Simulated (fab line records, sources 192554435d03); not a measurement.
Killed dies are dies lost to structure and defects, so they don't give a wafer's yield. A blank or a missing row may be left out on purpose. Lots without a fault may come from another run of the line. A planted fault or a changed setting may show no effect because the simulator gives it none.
Chamber matching | flow n5_finfet | N5_BEOL_M8_CURE_74 on uv_cure-01: 3 sister chambers
The step cures SiCOH lowk, time 240 s. 3 wafers are shown with their chamber, then 10 later ones without.

WAFERS WITH THEIR CHAMBER
wafer  | chamber | wafer_temp_C_max
L085.6 | 0       | 386.4
L087.6 | 1       | 386.4
L088.5 | 2       | 386.6

WAFERS WITHOUT THEIR CHAMBER
wafer  | wafer_temp_C_max
L088.6 | 385.9
L089.2 | 385.9
L089.4 | 385.9
L089.6 | 386.6
L092.1 | 386.2
L092.2 | 386.5
L092.4 | 387.2
L093.1 | 386.0
L093.3 | 386.4
L093.4 | 386.1

WHICH CHAMBER EACH WENT THROUGH
wafer  | from the rows above          | in truth
L088.6 | can't be placed: 0 or 1 or 2 | 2
L089.2 | can't be placed: 0 or 1 or 2 | 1
L089.4 | can't be placed: 0 or 1 or 2 | 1
L089.6 | can't be placed: 2 or 0 or 1 | 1
L092.1 | can't be placed: 0 or 1 or 2 | 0
L092.2 | can't be placed: 0 or 1 or 2 | 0
L092.4 | can't be placed: 2 or 0 or 1 | 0
L093.1 | can't be placed: 0 or 1 or 2 | 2
L093.3 | can't be placed: 0 or 1 or 2 | 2
L093.4 | can't be placed: 0 or 1 or 2 | 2
Placed correctly: 0 of 10. Can't be placed from these rows: 10 (the true chamber is among the candidates in 10). Placed wrongly: 0.
How it was worked out, from the rows above alone: a wafer's distance from a chamber is the root of the sum, over the readings, of the square of ((its reading less the chamber's mean) divided by the reading's scatter). The wafer belongs to the nearest chamber; if the next one is less than 2 further off, it can't be placed. A chamber's mean is the mean of its shown wafers. The scatter: with one shown wafer a chamber, the root of the mean of the squares of how far each hidden wafer lies from its nearest shown one.
